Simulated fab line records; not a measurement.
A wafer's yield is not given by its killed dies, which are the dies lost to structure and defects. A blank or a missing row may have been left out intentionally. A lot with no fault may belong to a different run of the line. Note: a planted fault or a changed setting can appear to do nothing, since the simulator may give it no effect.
Chamber matching / flow n5-finfet / N5_FIN_SAQP_MANDREL1_REMOVE_56 on rie-si-05 has 4 sister chambers
The step chemistry HBr/Cl2/O2, target a-Si, stops on SiNx, bt time 10 s. 24 wafers are shown with their chamber, then 12 later ones without.

## WAFERS PAIRED WITH THEIR CHAMBERS
wafer=L076.1; chamber=0; throttle-valve-pct (%)=36.66; drypump-motor-current-A (A)=5.8; oes-product-au (a.u.)=1.021
wafer=L076.2; chamber=2; throttle-valve-pct (%)=36.51; drypump-motor-current-A (A)=5.8; oes-product-au (a.u.)=1.005
wafer=L076.5; chamber=0; throttle-valve-pct (%)=36.62; drypump-motor-current-A (A)=5.8; oes-product-au (a.u.)=1.026
wafer=L077.2; chamber=1; throttle-valve-pct (%)=36.57; drypump-motor-current-A (A)=6.0; oes-product-au (a.u.)=0.970
wafer=L077.4; chamber=2; throttle-valve-pct (%)=36.52; drypump-motor-current-A (A)=5.8; oes-product-au (a.u.)=0.997
wafer=L077.5; chamber=2; throttle-valve-pct (%)=36.51; drypump-motor-current-A (A)=5.9; oes-product-au (a.u.)=1.000
wafer=L080.1; chamber=1; throttle-valve-pct (%)=36.56; drypump-motor-current-A (A)=6.0; oes-product-au (a.u.)=0.975
wafer=L080.2; chamber=2; throttle-valve-pct (%)=36.49; drypump-motor-current-A (A)=5.8; oes-product-au (a.u.)=1.003
wafer=L080.6; chamber=2; throttle-valve-pct (%)=36.51; drypump-motor-current-A (A)=5.8; oes-product-au (a.u.)=0.992
wafer=L081.2; chamber=0; throttle-valve-pct (%)=36.65; drypump-motor-current-A (A)=5.8; oes-product-au (a.u.)=1.030
wafer=L081.3; chamber=1; throttle-valve-pct (%)=36.56; drypump-motor-current-A (A)=6.0; oes-product-au (a.u.)=0.978
wafer=L081.4; chamber=3; throttle-valve-pct (%)=37.02; drypump-motor-current-A (A)=5.7; oes-product-au (a.u.)=0.980
wafer=L083.1; chamber=3; throttle-valve-pct (%)=37.04; drypump-motor-current-A (A)=5.7; oes-product-au (a.u.)=0.970
wafer=L083.2; chamber=1; throttle-valve-pct (%)=36.57; drypump-motor-current-A (A)=6.0; oes-product-au (a.u.)=0.960
wafer=L083.5; chamber=1; throttle-valve-pct (%)=36.57; drypump-motor-current-A (A)=6.0; oes-product-au (a.u.)=0.959
wafer=L084.1; chamber=3; throttle-valve-pct (%)=37.04; drypump-motor-current-A (A)=5.7; oes-product-au (a.u.)=0.984
wafer=L084.3; chamber=0; throttle-valve-pct (%)=36.64; drypump-motor-current-A (A)=5.8; oes-product-au (a.u.)=1.033
wafer=L084.5; chamber=2; throttle-valve-pct (%)=36.51; drypump-motor-current-A (A)=5.8; oes-product-au (a.u.)=1.000
wafer=L086.1; chamber=2; throttle-valve-pct (%)=36.51; drypump-motor-current-A (A)=5.8; oes-product-au (a.u.)=0.987
wafer=L086.4; chamber=1; throttle-valve-pct (%)=36.56; drypump-motor-current-A (A)=6.0; oes-product-au (a.u.)=0.967
wafer=L086.5; chamber=1; throttle-valve-pct (%)=36.55; drypump-motor-current-A (A)=6.0; oes-product-au (a.u.)=0.972
wafer=L089.2; chamber=0; throttle-valve-pct (%)=36.64; drypump-motor-current-A (A)=5.7; oes-product-au (a.u.)=1.029
wafer=L089.4; chamber=2; throttle-valve-pct (%)=36.51; drypump-motor-current-A (A)=5.9; oes-product-au (a.u.)=0.999
wafer=L089.5; chamber=2; throttle-valve-pct (%)=36.52; drypump-motor-current-A (A)=5.9; oes-product-au (a.u.)=0.995

SIGNATURES (means of the wafers above)
reading=throttle-valve-pct; chamber 0=36.6420; chamber 1=36.5629; chamber 2=36.5100; chamber 3=37.0333; scatter within a chamber=0.0102
reading=drypump-motor-current-A; chamber 0=5.780; chamber 1=6.000; chamber 2=5.833; chamber 3=5.700; scatter within a chamber=0.0374
reading=oes-product-au; chamber 0=1.02780; chamber 1=0.96871; chamber 2=0.99756; chamber 3=0.97800; scatter within a chamber=0.00611
Rule: for each reading, subtract the chamber's mean from the wafer's reading, divide by that reading's scatter and square the result; add these up over the readings and take the root, which gives the wafer's distance from the chamber. The wafer belongs to the nearest chamber; if the next one is less than 2 further off, it can't be placed. How the scatter is found: for the shown wafers, subtract from each reading the mean of its chamber, square and add these, divide the total by (wafers less chambers), then take the root.

## WAFERS MISSING THEIR CHAMBER
wafer=L090.1; throttle-valve-pct (%)=36.51; drypump-motor-current-A (A)=5.8; oes-product-au (a.u.)=1.004
wafer=L090.4; throttle-valve-pct (%)=36.64; drypump-motor-current-A (A)=5.8; oes-product-au (a.u.)=1.027
wafer=L090.6; throttle-valve-pct (%)=37.02; drypump-motor-current-A (A)=5.7; oes-product-au (a.u.)=0.979
wafer=L092.3; throttle-valve-pct (%)=36.65; drypump-motor-current-A (A)=5.8; oes-product-au (a.u.)=1.023
wafer=L092.5; throttle-valve-pct (%)=36.51; drypump-motor-current-A (A)=5.9; oes-product-au (a.u.)=1.004
wafer=L092.6; throttle-valve-pct (%)=36.56; drypump-motor-current-A (A)=6.0; oes-product-au (a.u.)=0.977
wafer=L093.4; throttle-valve-pct (%)=36.56; drypump-motor-current-A (A)=6.0; oes-product-au (a.u.)=0.972
wafer=L093.5; throttle-valve-pct (%)=36.66; drypump-motor-current-A (A)=5.8; oes-product-au (a.u.)=1.029
wafer=L093.6; throttle-valve-pct (%)=37.03; drypump-motor-current-A (A)=5.7; oes-product-au (a.u.)=0.981
wafer=L094.2; throttle-valve-pct (%)=37.02; drypump-motor-current-A (A)=5.7; oes-product-au (a.u.)=0.983
wafer=L094.4; throttle-valve-pct (%)=36.57; drypump-motor-current-A (A)=6.0; oes-product-au (a.u.)=0.958
wafer=L094.5; throttle-valve-pct (%)=36.57; drypump-motor-current-A (A)=6.0; oes-product-au (a.u.)=0.973

## CHAMBER TAKEN BY EACH
wafer=L090.1; from the rows above=2; in truth=2
wafer=L090.4; from the rows above=0; in truth=0
wafer=L090.6; from the rows above=3; in truth=3
wafer=L092.3; from the rows above=0; in truth=0
wafer=L092.5; from the rows above=2; in truth=2
wafer=L092.6; from the rows above=1; in truth=1
wafer=L093.4; from the rows above=1; in truth=1
wafer=L093.5; from the rows above=0; in truth=0
wafer=L093.6; from the rows above=3; in truth=3
wafer=L094.2; from the rows above=3; in truth=3
wafer=L094.4; from the rows above=1; in truth=1
wafer=L094.5; from the rows above=1; in truth=1
Placed correctly: 12 of 12. From these rows, 0 cannot be placed. Number placed wrongly: 0.
